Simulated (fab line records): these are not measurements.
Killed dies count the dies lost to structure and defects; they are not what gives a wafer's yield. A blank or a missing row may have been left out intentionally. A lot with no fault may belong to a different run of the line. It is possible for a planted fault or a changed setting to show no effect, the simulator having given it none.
fab line records | flow n5Finfet
[record] lots = 7 | wafers = 21 | lastDay = 17
route steps=1938 shown PMOS_HMC_CHANNEL_EPI@68 FIN_SAQP@95 BEOL_M4@1111 PASSIVATION@1936
lots that met no fault: from a run of the same line without faults
startH: the number of hours between the record's first day and the start of the first shown wafer of the lot | waitH: how many hours have passed since the lot's step before this one | " unchanged from the row above | L1.1+2: a row that stands for several wafers | - no value, or no start was given | * or withheld: withheld | < > ~ a bound
route shown NAME@n: a module of which the file shows steps, and the number in the route of the first | usual: the fault-free wafers' mean and standard deviation | same: alike in all rows | chamber/n: place in a boat | sites: each site's reading | _std_site: the values' standard deviation | _edge_site: inner sites' mean taken away from outer sites' mean | radiusMm: how far each site lies from the wafer's centre | mask NAME#n: copy n | behind: the most recent tool/chamber to have shaped the wafer | hold: why the lot went on hold/how many hours it stayed there/how the hold came to an end | device: the transistor (n, p or np) that didn't switch | end of line: tests run on the same wafers once the route is complete | a step given without rows: its recipe and nothing more | killed: the dies lost at the first sort to structure and to defects; this is not the yield of the wafer | map: the dies of a wafer, with x for killed, . for not killed, _ for no die there
set.NAME: the setting as run; set.NAME@STEP: as run at that earlier step | model.NAME: the simulator's own value behind a step, which no gauge read
a sample of lots followed through the steps of the route, with each step as a table and each wafer as a row
services: the hour from which a tool's chamber was out of use, counted from the record's first day as startH (under 0 if before that day), plus the number of hours and why
[[steps]]
[step N5_PMOS_HMC_CHANNEL_EPI_DESCUM_14]
[recipe] chemistry = O2 | timeS = 7.9 | sourcePowerW = 50 | biasPowerW = 20 | pressureMtorr = 20 | rfFrequencyHz = 2.712e+07 | tempC = 40 | resist = CAR-ArF-block | o2FlowSccm = 225
[usual] drypumpMotorCurrentA = 5.8/0.55 | o2FlowSccm = 225.2/0.67 | oesProductAu = 0.81/0.096 | rfVppV = 243.7/1.4 | showerheadPlenumPTorr = 2.13/0.068 | throttleValvePct = 20.36/0.22
lot.wafer | tool       | chamber | startH | waitH | drypumpMotorCurrentA | o2FlowSccm | oesProductAu | rfHoursCounterH | rfVppV | showerheadPlenumPTorr | throttleValvePct
L148.1    | rieDiel-03 | 0       | 24.60  | 0.0   | 5.7                  | 225.8      | 0.71         | 228             | 242.2  | 2.07                  | 20.26
L148.4    | "          | 3       | "      | "     | 5.7                  | 224.7      | 0.70         | 234             | 244.3  | 2.16                  | 20.66
L148.5    | "          | 3       | "      | "     | 5.7                  | 225.0      | 0.70         | -               | 244.2  | 2.16                  | 20.65
L151.1    | rieDiel-01 | 1       | 41.67  | 0.0   | 5.7                  | 224.6      | 0.82         | 93              | 244.0  | 2.12                  | 20.30
L151.4    | "          | 1       | "      | "     | 5.7                  | 225.9      | 0.82         | -               | 244.2  | 2.12                  | 20.29
L151.5    | "          | 2       | "      | "     | 4.8                  | 224.7      | 0.89         | -               | 242.3  | 2.05                  | 20.09
L153.3    | rieDiel-02 | 1       | 53.80  | 0.0   | 5.8                  | 225.6      | 0.72         | 202             | 242.8  | 2.07                  | 20.79
L153.4    | "          | 2       | "      | "     | 5.1                  | 224.6      | 0.86         | 46              | 241.4  | 2.04                  | 20.38
L153.5    | "          | 2       | "      | "     | 5.0                  | 224.9      | 0.87         | -               | 242.2  | 2.04                  | 20.39
L161.2    | rieDiel-03 | 1       | 101.15 | 0.0   | 6.6                  | 224.9      | 0.74         | 175             | 243.6  | 2.17                  | 20.41
L161.5    | "          | 0       | "      | "     | 5.7                  | 223.9      | 0.68         | -               | 241.7  | 2.06                  | 20.29
L161.6    | "          | 1       | "      | "     | 6.6                  | 224.2      | 0.74         | -               | 243.9  | 2.17                  | 20.42
L163.2    | rieDiel-01 | 2       | 113.91 | 0.0   | 4.8                  | 224.3      | 0.86         | 59              | 241.4  | 2.04                  | 20.12
L163.3    | "          | 1       | "      | "     | 5.7                  | 225.4      | 0.79         | 115             | 242.7  | 2.11                  | 20.32
L163.6    | "          | 0       | "      | "     | 5.8                  | 225.8      | 0.88         | -               | 245.4  | 2.23                  | 20.51
L169.1    | rieDiel-02 | 1       | 149.82 | 0.0   | 5.8                  | 225.4      | 0.71         | 232             | 241.2  | 2.06                  | 20.83
L169.3    | "          | 0       | "      | "     | 6.1                  | 225.4      | 0.77         | 135             | 244.0  | 2.18                  | 20.01
L169.6    | "          | 1       | "      | "     | 5.8                  | 226.1      | 0.70         | -               | 243.4  | 2.06                  | 20.85
L170.3    | rieDiel-01 | 1       | 155.09 | 0.0   | 5.7                  | 223.7      | 0.79         | 129             | 242.7  | 2.10                  | 20.35
L170.4    | "          | 0       | "      | "     | 5.8                  | 226.0      | 0.85         | 42              | 243.0  | 2.22                  | 20.55
L170.6    | "          | 2       | "      | "     | 4.8                  | 225.0      | 0.83         | -               | 242.2  | 2.03                  | 20.14
[step N5_PMOS_HMC_CHANNEL_EPI_HM_OPEN_15]
[recipe] chemistry = CHF3/O2 | target = SiO2 | maskMaterial = CAR-ArF-block | targetDepthA = 406 | CHF3_flow_sccm = 50 | O2_flow_sccm = 5 | Ar_flow_sccm = 200 | timeS = 20.3 | pressureMtorr = 30 | sourceW = 650 | biasW = 170 | ionEnergyEv = 200
[usual] biasW = 170.0/0.55 | drypumpMotorCurrentA = 5.8/0.54 | oesProductAu = 0.81/0.096 | rfVppV = 526/4.2 | showerheadPlenumPTorr = 2.45/0.075 | throttleValvePct = 18.83/0.24
lot.wafer | tool       | chamber | startH | waitH | biasW | drypumpMotorCurrentA | oesProductAu | rfHoursCounterH | rfVppV | showerheadPlenumPTorr | throttleValvePct
L148.1    | rieDiel-03 | 0       | 24.67  | 0.0   | 170.4 | 5.7                  | 0.70         | 228             | 531    | 2.38                  | 18.70
L148.4    | "          | 3       | "      | "     | 169.8 | 5.7                  | 0.71         | 234             | 527    | 2.47                  | 19.10
L148.5    | "          | 3       | "      | "     | 169.3 | 5.7                  | 0.71         | -               | 527    | 2.47                  | 19.11
L151.1    | rieDiel-01 | 1       | 41.75  | 0.0   | 169.2 | 5.7                  | 0.83         | 93              | 528    | 2.44                  | 18.75
L151.4    | "          | 1       | "      | "     | 169.7 | 5.7                  | 0.81         | -               | 530    | 2.44                  | 18.75
L151.5    | "          | 2       | "      | "     | 170.6 | 4.8                  | 0.88         | -               | 523    | 2.35                  | 18.52
L153.3    | rieDiel-02 | 1       | 53.88  | 0.0   | 169.7 | 5.8                  | 0.71         | 202             | 524    | 2.40                  | 19.34
L153.4    | "          | 2       | "      | "     | 170.3 | 5.1                  | 0.86         | 46              | 520    | 2.36                  | 18.85
L153.5    | "          | 2       | "      | "     | 169.4 | 5.1                  | 0.86         | -               | 521    | 2.36                  | 18.88
L161.2    | rieDiel-03 | 1       | 101.23 | 0.0   | 169.8 | 6.6                  | 0.75         | 175             | 525    | 2.49                  | 18.93
L161.5    | "          | 0       | "      | "     | 169.7 | 5.7                  | 0.68         | -               | 530    | 2.37                  | 18.74
L161.6    | "          | 1       | "      | "     | 170.7 | 6.6                  | 0.75         | -               | 525    | 2.49                  | 18.94
L163.2    | rieDiel-01 | 2       | 113.99 | 0.0   | 170.1 | 4.9                  | 0.86         | 59              | 524    | 2.34                  | 18.56
L163.3    | "          | 1       | "      | "     | 170.2 | 5.6                  | 0.81         | 115             | 528    | 2.43                  | 18.79
L163.6    | "          | 0       | "      | "     | 170.6 | 5.8                  | 0.88         | -               | 525    | 2.56                  | 18.96
L169.1    | rieDiel-02 | 1       | 149.89 | 0.0   | 170.2 | 5.8                  | 0.70         | 232             | 524    | 2.38                  | 19.39
L169.3    | "          | 0       | "      | "     | 170.3 | 6.1                  | 0.76         | 135             | 524    | 2.50                  | 18.49
L169.6    | "          | 1       | "      | "     | 170.2 | 5.9                  | 0.69         | -               | 525    | 2.38                  | 19.39
L170.3    | rieDiel-01 | 1       | 155.16 | 0.0   | 170.1 | 5.6                  | 0.79         | 129             | 530    | 2.42                  | 18.81
L170.4    | "          | 0       | "      | "     | 169.4 | 5.8                  | 0.86         | 42              | 527    | 2.55                  | 18.98
L170.6    | "          | 2       | "      | "     | 170.2 | 4.8                  | 0.85         | -               | 524    | 2.34                  | 18.59
[step N5_FIN_SAQP_DENSIFY_62]
[recipe] tempC = 700 | timeS = 60 | ambient = N2 | idleTempC = 600 | rampUpCPerS = 150 | rampDownCPerS = 60 | coolToC = 600
[usual] lampPowerPct = 9.85/0.052 | wafer_temp_C_max = 703.5/0.69
lot.wafer | tool         | chamber | startH | waitH | lampPowerPct | wafer_temp_C_max
L148.1    | rtpAnneal-01 | 0       | 27.66  | 0.1   | 9.80         | 702.6
L148.4    | "            | 0       | "      | "     | 9.92         | 703.4
L148.5    | "            | 0       | "      | "     | 9.75         | 703.0
L151.1    | rtpAnneal-01 | 0       | 45.44  | 0.4   | 9.81         | 703.4
L151.4    | "            | 0       | "      | "     | 9.78         | 704.7
L151.5    | "            | 0       | "      | "     | 9.89         | 702.3
L153.3    | rtpAnneal-01 | 0       | 57.55  | 0.7   | 9.81         | 703.6
L153.4    | "            | 0       | "      | "     | 9.91         | 703.7
L153.5    | "            | 0       | "      | "     | 9.90         | 703.0
L161.2    | rtpAnneal-02 | 0       | 104.27 | 0.2   | 9.83         | 703.4
L161.5    | "            | 0       | "      | "     | 9.85         | 703.8
L161.6    | "            | 0       | "      | "     | 9.90         | 705.2
L163.2    | rtpAnneal-02 | 0       | 117.94 | 0.3   | 9.81         | 704.5
L163.3    | "            | 0       | "      | "     | 9.88         | 702.9
L163.6    | "            | 0       | "      | "     | 9.86         | 703.3
L169.1    | rtpAnneal-01 | 0       | 152.96 | 0.1   | 9.82         | 704.5
L169.3    | "            | 0       | "      | "     | 9.89         | 704.3
L169.6    | "            | 0       | "      | "     | 9.97         | 702.8
L170.3    | rtpAnneal-01 | 0       | 158.23 | 0.2   | 9.86         | 705.0
L170.4    | "            | 0       | "      | "     | 9.88         | 703.4
L170.6    | "            | 0       | "      | "     | 9.92         | 704.5
[step N5_FIN_SAQP_HM_DEP_03]
[recipe] material = SiNx | targetThkA = 380 | tempC = 400 | precursor = SiH4/NH3/N2 | pressureTorr = 1.5 | rfW = 300 | timeS = 33.6
[usual] chamberPressureTorr = 1.501/0.0031 | heaterPowerW = 775/78 | showerheadPlenumPTorr = 5.19/0.035 | throttleValvePct = 38.6/1.8
lot.wafer | tool     | chamber | startH | waitH | chamberPressureTorr | heaterPowerW | showerheadPlenumPTorr | sinceWetCleanH | throttleValvePct
L148.1    | pecvd-03 | 1       | 27.89  | 0.2   | 1.503               | 691          | 5.20                  | 1819           | 39.3
L148.4    | "        | 1       | "      | "     | 1.499               | 687          | 5.21                  | -              | 39.1
L148.5    | "        | 2       | "      | "     | 1.499               | 781          | 5.19                  | -              | 37.4
L151.1    | pecvd-04 | 2       | 45.66  | 0.2   | 1.503               | 715          | 5.17                  | 2018           | 41.2
L151.4    | "        | 0       | "      | "     | 1.502               | 798          | 5.24                  | -              | 38.6
L151.5    | "        | 2       | "      | "     | 1.496               | 712          | 5.16                  | -              | 41.4
L153.3    | pecvd-04 | 0       | 57.71  | 0.1   | 1.501               | 822          | 5.24                  | 580            | 38.7
L153.4    | "        | 1       | "      | "     | 1.499               | 815          | 5.16                  | -              | 35.5
L153.5    | "        | 0       | "      | "     | 1.498               | 809          | 5.24                  | -              | 38.3
L161.2    | pecvd-04 | 1       | 104.61 | 0.3   | 1.507               | 841          | 5.15                  | 112            | 35.9
L161.5    | "        | 2       | "      | "     | 1.497               | 655          | 5.18                  | -              | 41.2
L161.6    | "        | 0       | "      | "     | 1.504               | 815          | 5.23                  | -              | 38.6
L163.2    | pecvd-03 | 0       | 118.12 | 0.2   | 1.502               | 795          | 5.25                  | 1185           | 37.8
L163.3    | "        | 0       | "      | "     | 1.502               | 807          | 5.25                  | -              | 37.6
L163.6    | "        | 0       | "      | "     | 1.502               | 792          | 5.24                  | -              | 37.7
L169.1    | pecvd-01 | 0       | 153.18 | 0.2   | 1.499               | 709          | 5.19                  | 1038           | 42.3
L169.3    | "        | 1       | "      | "     | 1.500               | 644          | 5.16                  | 1763           | 39.4
L169.6    | "        | 2       | "      | "     | 1.498               | 807          | 5.13                  | -              | 37.8
L170.3    | pecvd-03 | 2       | 158.40 | 0.1   | 1.503               | 838          | 5.20                  | 471            | 37.5
L170.4    | "        | 1       | "      | "     | 1.502               | 798          | 5.21                  | -              | 39.3
L170.6    | "        | 2       | "      | "     | 1.505               | 878          | 5.18                  | -              | 37.9
[step N5_FIN_SAQP_THK_MEAS_05]
[usual] thkNm = 38.0/0.44
lot.wafer | tool         | chamber | startH | waitH | thkNm
L148.1    | filmMetro-02 | -       | 27.98  | 0.1   | 37.1
L148.4    | "            | -       | "      | "     | 38.0
L148.5    | "            | -       | "      | "     | 38.0
L151.1    | filmMetro-02 | -       | 45.74  | 0.1   | 37.9
L151.4    | "            | -       | "      | "     | 38.7
L151.5    | "            | -       | "      | "     | 38.4
L153.3    | filmMetro-01 | -       | 57.80  | 0.1   | 38.2
L153.4    | "            | -       | "      | "     | 38.3
L153.5    | "            | -       | "      | "     | 38.6
L161.2    | filmMetro-02 | -       | 104.70 | 0.1   | 37.3
L161.5    | "            | -       | "      | "     | 38.3
L161.6    | "            | -       | "      | "     | 63.3
L163.2    | filmMetro-01 | -       | 118.24 | 0.1   | 37.6
L163.3    | "            | -       | "      | "     | 38.3
L163.6    | "            | -       | "      | "     | 38.3
L169.1    | filmMetro-01 | -       | 153.27 | 0.1   | 37.7
L169.3    | "            | -       | "      | "     | 37.5
L169.6    | "            | -       | "      | "     | 38.1
L170.3    | filmMetro-01 | -       | 158.49 | 0.1   | 38.0
L170.4    | "            | -       | "      | "     | 38.9
L170.6    | "            | -       | "      | "     | 38.7
[step N5_FIN_SAQP_HM_OPEN_33]
[recipe] chemistry = CH3F/O2 | target = SiNx | maskMaterial = SiO2 | targetDepthA = 494 | timeS = 70.6 | pressureMtorr = 30 | sourceW = 395 | biasW = 73 | Ar_flow_sccm = 150 | CH3F_flow_sccm = 30 | O2_flow_sccm = 20 | ionEnergyEv = 120 | ends = cleared
[usual] biasW = 73.00/0.21 | drypumpMotorCurrentA = 5.8/0.41 | etchRfOnTimeS = 69.1/1.2 | oesProductAu = 0.68/0.085 | rfVppV = 298.5/2.9 | showerheadPlenumPTorr = 2.02/0.073 | throttleValvePct = 16.23/0.24
lot.wafer | tool       | chamber | startH | waitH | biasW | drypumpMotorCurrentA | etchRfOnTimeS | oesProductAu | rfHoursCounterH | rfVppV | showerheadPlenumPTorr | throttleValvePct
L148.1    | rieDiel-04 | 3       | 33.35  | 0.1   | 72.92 | 5.6                  | 67.2          | 0.61         | 211             | 298.7  | 2.06                  | 16.35
L148.4    | "          | 1       | "      | "     | 72.75 | 6.0                  | 68.1          | 0.82         | -               | 298.9  | 2.05                  | 15.83
L148.5    | "          | 3       | "      | "     | 72.89 | 5.6                  | 68.9          | 0.60         | -               | 301.6  | 2.06                  | 16.31
L151.1    | rieDiel-05 | 2       | 50.78  | 0.0   | 72.79 | 5.8                  | 71.1          | 0.60         | 232             | 297.2  | 2.05                  | 16.11
L151.4    | "          | 3       | "      | "     | 72.83 | 5.9                  | 72.2          | 0.59         | 193             | 299.7  | 1.99                  | 16.46
L151.5    | "          | 3       | "      | "     | 72.71 | 5.9                  | 70.7          | 0.59         | -               | 299.6  | 1.99                  | 16.46
L153.3    | rieDiel-05 | 2       | 62.41  | 0.1   | 72.78 | 5.8                  | 71.0          | 0.59         | 235             | 297.7  | 2.05                  | 16.13
L153.4    | "          | 3       | "      | "     | 72.88 | 5.9                  | 70.9          | 0.59         | 196             | 297.9  | 1.99                  | 16.45
L153.5    | "          | 3       | "      | "     | 73.05 | 5.9                  | 71.4          | 0.59         | -               | 300.8  | 1.99                  | 16.46
L161.2    | rieDiel-05 | 1       | 109.88 | 0.1   | 72.72 | 5.7                  | 66.9          | 0.66         | 109             | 299.7  | 2.10                  | 16.10
L161.5    | "          | 1       | "      | "     | 73.05 | 5.6                  | 69.2          | 0.66         | -               | 301.6  | 2.10                  | 16.11
L161.6    | "          | 3       | "      | "     | 73.12 | 5.9                  | 118.0         | 0.58         | -               | 300.8  | 1.98                  | 16.49
L163.2    | rieDiel-06 | 3       | 122.55 | 0.0   | 73.16 | 6.6                  | 69.2          | 0.59         | 213             | 296.6  | 1.89                  | 16.07
L163.3    | "          | 2       | "      | "     | 73.15 | 5.6                  | 69.4          | 0.67         | 136             | 296.2  | 1.92                  | 16.34
L163.6    | "          | 1       | "      | "     | 72.75 | 6.5                  | 70.3          | 0.75         | -               | 297.4  | 2.12                  | 16.18
L169.1    | rieDiel-04 | 3       | 157.87 | 0.0   | 73.28 | 5.6                  | 66.5          | 0.84         | 1               | 298.9  | 2.05                  | 15.92
L169.3    | "          | 0       | "      | "     | 73.33 | 5.4                  | 68.6          | 0.75         | 45              | 304.9  | 2.04                  | 16.21
L169.6    | "          | 3       | "      | "     | 73.43 | 5.6                  | 67.7          | 0.84         | -               | 298.2  | 2.05                  | 15.93
L170.3    | rieDiel-04 | 3       | 163.73 | 0.1   | 72.81 | 5.6                  | 67.6          | 0.84         | 3               | 299.4  | 2.05                  | 15.91
L170.4    | "          | 1       | "      | "     | 73.22 | 6.0                  | 69.9          | 0.74         | 54              | 300.0  | 2.04                  | 15.92
L170.6    | "          | 0       | "      | "     | 72.81 | 5.5                  | 69.4          | 0.75         | -               | 304.3  | 2.04                  | 16.23
[step N5_FIN_SAQP_CD_MEAS_37]
[recipe] targetCdNm = 8 | polarity = line
[usual] cdNm = 8.13/0.22
lot.wafer | tool     | chamber | startH | waitH | cdNm
L148.1    | cdSem-02 | -       | 33.76  | 0.1   | 8.05
L148.4    | "        | -       | "      | "     | 7.98
L148.5    | "        | -       | "      | "     | 8.47
L151.1    | cdSem-01 | -       | 51.19  | 0.1   | 8.08
L151.4    | "        | -       | "      | "     | 8.17
L151.5    | "        | -       | "      | "     | 8.09
L153.3    | cdSem-02 | -       | 62.82  | 0.1   | 7.88
L153.4    | "        | -       | "      | "     | 8.18
L153.5    | "        | -       | "      | "     | 8.29
L161.2    | cdSem-02 | -       | 110.29 | 0.1   | 8.34
L161.5    | "        | -       | "      | "     | 7.98
L161.6    | "        | -       | "      | "     | 7.36
L163.2    | cdSem-01 | -       | 122.96 | 0.1   | 8.18
L163.3    | "        | -       | "      | "     | 8.22
L163.6    | "        | -       | "      | "     | 8.03
L169.1    | cdSem-03 | -       | 158.28 | 0.1   | 8.21
L169.3    | "        | -       | "      | "     | 8.42
L169.6    | "        | -       | "      | "     | 8.23
L170.3    | cdSem-01 | -       | 164.14 | 0.1   | 8.32
L170.4    | "        | -       | "      | "     | 7.91
L170.6    | "        | -       | "      | "     | 7.84
[step N5_BEOL_M4_RC_MEAS_101]
[usual] DIBL_N = 36.3/1.4 | DIBL_P = 36.2/1.5 | IOFF_N = 0.160/0.021 | IOFF_P = 0.211/0.027 | ION_N = 676/7.7 | ION_P = 463/5.5 | SS_N = 71.4/0.57 | SS_P = 73.3/0.58 | VT_N = 249.3/2.5 | VT_P = -250.1/2.6
lot.wafer | tool      | chamber | startH | waitH | DIBL_N[mV/V] | DIBL_P[mV/V] | IOFF_N[nA/um] | IOFF_P[nA/um] | ION_N[uA/um] | ION_P[uA/um] | SS_N[mV/dec] | SS_P[mV/dec] | VT_N[mV] | VT_P[mV]
L148.1    | prober-01 | 0       | 181.54 | 0.0   | 38.2         | 38.3         | 0.174         | 0.251         | 683          | 471          | 72.4         | 73.7         | 248.6    | -245.4
L148.4    | "         | 0       | "      | "     | 37.7         | 36.9         | 0.154         | 0.215         | 675          | 464          | 72.0         | 73.3         | 250.5    | -246.7
L148.5    | "         | 0       | "      | "     | 39.7         | 38.2         | 0.195         | 0.248         | 675          | 465          | 72.0         | 73.9         | 248.5    | -249.7
L151.1    | prober-02 | 0       | 189.07 | 0.0   | 37.4         | 38.7         | 0.190         | 0.217         | 691          | 466          | 71.3         | 72.6         | 247.0    | -251.9
L151.4    | "         | 0       | "      | "     | 35.2         | 35.6         | 0.150         | 0.176         | 671          | 457          | 70.5         | 72.5         | 248.2    | -253.0
L151.5    | "         | 0       | "      | "     | 37.5         | 38.4         | 0.201         | 0.208         | 688          | 466          | 71.4         | 72.7         | 245.2    | -251.5
L153.3    | prober-01 | 0       | 205.08 | 0.3   | 38.6         | 37.1         | 0.156         | 0.234         | 668          | 467          | 71.9         | 73.6         | 252.9    | -250.9
L153.4    | "         | 0       | "      | "     | 38.2         | 37.4         | 0.152         | 0.229         | 673          | 469          | 71.0         | 73.6         | 249.7    | -249.4
L153.5    | "         | 0       | "      | "     | 37.8         | 35.5         | 0.137         | 0.201         | 674          | 461          | 71.8         | 73.1         | 253.1    | -250.7
L161.2    | prober-01 | 0       | 249.96 | 0.2   | 36.1         | 35.9         | 0.178         | 0.230         | 679          | 475          | 72.0         | 74.0         | 245.3    | -247.7
L161.5    | "         | 0       | "      | "     | 36.5         | 35.2         | 0.171         | 0.226         | 679          | 467          | 71.3         | 73.6         | 245.6    | -244.8
L161.6    | "         | 0       | "      | "     | 33.6         | 32.2         | 0.122         | 0.176         | 660          | 454          | 70.9         | 73.0         | 253.4    | -251.4
L163.2    | prober-01 | 0       | 265.59 | 0.2   | 38.8         | 38.3         | 0.210         | 0.260         | 679          | 466          | 71.5         | 73.9         | 245.5    | -248.1
L163.3    | "         | 0       | "      | "     | 36.8         | 36.7         | 0.172         | 0.236         | 685          | 462          | 71.6         | 73.6         | 248.6    | -248.9
L163.6    | "         | 0       | "      | "     | 35.9         | 34.8         | 0.150         | 0.195         | 666          | 452          | 71.4         | 73.1         | 250.7    | -251.8
L169.1    | prober-01 | 0       | 308.31 | 0.0   | 36.9         | 37.2         | 0.179         | 0.233         | 680          | 468          | 71.7         | 73.4         | 249.0    | -246.6
L169.3    | "         | 0       | "      | "     | 36.1         | 36.4         | 0.162         | 0.231         | 683          | 469          | 71.4         | 74.0         | 249.9    | -250.1
L169.6    | "         | 0       | "      | "     | 37.2         | 37.9         | 0.189         | 0.242         | 687          | 471          | 72.7         | 74.3         | 247.6    | -248.8
L170.3    | prober-01 | 0       | 313.48 | 0.3   | 36.2         | 36.6         | 0.155         | 0.221         | 673          | 465          | 71.6         | 74.1         | 250.7    | -249.9
L170.4    | "         | 0       | "      | "     | 35.2         | 34.4         | 0.125         | 0.181         | 660          | 451          | 70.8         | 73.0         | 253.3    | -250.6
L170.6    | "         | 0       | "      | "     | 37.5         | 37.0         | 0.157         | 0.228         | 673          | 460          | 71.8         | 74.3         | 250.6    | -249.8
[step N5_PASSIVATION_PROBE_49]
[usual] defectLimitedYield = 91.3/1.4 | killed_at_M0_to_M3 = 34/10 | killed_at_M4_up = 13/4.8 | killedAtContacts = 12/6.1 | killedAtFrontEnd = 40/11 | killedAtOther = 3.7/2.8 | killedDies = 103/16 | killedOnRim = 13/3.6 | killedOpen = 67/12 | killedShort = 34/7.4 | sort_bin_5_function = 5.1/0.95 | sort_bin_6_memory = 3.2/0.62 | sortNPass = 1077/16 | sortYieldPct = 91.3/1.4
[same] grossDies = 1180 | killedAtBackSide = 0 | sort_bin_4_leakage[%] = 0 | sort_bin_8_speed[%] = 0
lot.wafer | tool      | chamber | startH | waitH | defectLimitedYield[%] | killed_at_M0_to_M3 | killed_at_M4_up | killedAtContacts | killedAtFrontEnd | killedAtOther | killedDies | killedOnRim | killedOpen | killedShort | sort_bin_5_function[%] | sort_bin_6_memory[%] | sortNPass | sortYieldPct[%]
L161.2    | prober-02 | -       | 361.02 | 0.1   | 93.6                  | 32                 | 10              | 10               | 21               | 2             | 75         | 12          | 53         | 21          | 4.0                    | 2.1                  | 1105      | 93.6
L161.5    | prober-02 | -       | 361.17 | 0.2   | 94.2                  | 17                 | 6               | 10               | 35               | 0             | 68         | 9           | 44         | 22          | 3.4                    | 2.2                  | 1112      | 94.2
L161.6    | prober-02 | -       | 361.22 | 0.3   | 92.6                  | 28                 | 11              | 12               | 35               | 1             | 87         | 13          | 59         | 28          | 4.3                    | 3.0                  | 1093      | 92.6
// killed by level:class
L161.2 MOL_CONTACT_COAG:geometricParticle:open=10 BEOL_M2:geometricParticle:open=6 BEOL_M0_SAQP:geometricParticle:open=5 BEOL_M1:geometricParticle:open=5 FIN_SAQP:geometricParticle:open=4 DUMMY_GATE:geometricParticle:open=4 BEOL_M0_SAQP:geometricParticle:short=4 BEOL_M3:geometricParticle:open=4
L161.5 MOL_CONTACT_COAG:geometricParticle:open=8 FIN_SAQP:geometricParticle:open=7 FIN_SAQP:geometricParticle:short=6 STI_FIN_REVEAL:geometricParticle:open=6 BEOL_M0_SAQP:geometricParticle:open=6 BEOL_M1:geometricParticle:open=5 STARTING-WAFER:geometricParticle:short=5 DUMMY_GATE:geometricParticle:open=4
L161.6 STI_FIN_REVEAL:geometricParticle:open=8 BEOL_M1:geometricParticle:open=8 MOL_CONTACT_COAG:geometricParticle:short=6 MOL_CONTACT_COAG:geometricParticle:open=6 STARTING-WAFER:geometricParticle:open=6 BEOL_M2:geometricParticle:open=5 BEOL_M3:geometricParticle:open=5 FIN_SAQP:geometricParticle:open=4
[[services]]
tool         | chamber | startH | hours | kind
rieDiel-01   | 0       | 9.85   | -     | clean
rieDiel-01   | 0       | 9.85   | -     | consumableReplace:focusRing
rieDiel-01   | 0       | 9.85   | -     | consumableReplace:showerhead
rieDiel-01   | 0       | 9.85   | 13.2  | scheduledDown
rieDiel-01   | 0       | 9.85   | 13.2  | ventCycle
rieDiel-06   | 1       | 14.17  | 6.7   | repair
rieDiel-02   | 3       | 16.09  | 6.7   | repair
rieDiel-05   | -       | 19.63  | 2.8   | pm
rieDiel-04   | 2       | 19.79  | 4.9   | repair
rieDiel-01   | 3       | 23.03  | -     | clean
rieDiel-01   | 3       | 23.03  | -     | consumableReplace:focusRing
rieDiel-04   | 1       | 26.85  | 1.2   | repair
rtpAnneal-02 | -       | 29.01  | 48.5  | pm
rieDiel-03   | 2       | 73.19  | 12.5  | repair
pecvd-04     | 2       | 74.98  | 3.1   | repair
rieDiel-02   | 3       | 88.48  | 5.4   | repair
rieDiel-04   | 1       | 104.02 | 9.3   | repair
pecvd-04     | -       | 121.24 | 0.4   | repair
rieDiel-05   | 2       | 132.80 | 6.0   | repair
rieDiel-01   | 3       | 135.89 | 14.2  | repair
rieDiel-02   | 0       | 141.71 | 3.3   | repair
pecvd-01     | -       | 145.65 | 1.2   | repair
rieDiel-03   | 3       | 151.46 | 4.3   | repair
pecvd-01     | -       | 154.03 | 5.5   | pm
[[key]]
[firstSign] step = N5_FIN_SAQP_THK_MEAS_05 | reading = thkNm | direction = up | sigmas = 58 | usual = * | struck = *
[effect] step = N5_FIN_SAQP_HM_OPEN_33 | reading = etchRfOnTimeS | direction = up | sigmas = 40 | usual = * | struck = *
[effect] step = N5_FIN_SAQP_CD_MEAS_37 | reading = cdNm | direction = down | sigmas = 3.5 | usual = 8.13 | struck = 7.36
metAt N5_FIN_SAQP_HM_DEP_03
struckLots L161
struckWafers L161.6
notActingAt N5_PMOS_HMC_CHANNEL_EPI_DESCUM_14,N5_PMOS_HMC_CHANNEL_EPI_HM_OPEN_15,N5_FIN_SAQP_DENSIFY_62
onsetBetween 57.71 104.61
[fault] kind = processParameterDrift | tool = pecvd-04 | chamber = 0 | onsetH = 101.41 | steps = N5_FIN_SAQP_HM_DEP_03 | channel = timeS | offset = * | shape = step | endH = 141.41 | actsIn = * | stated = *
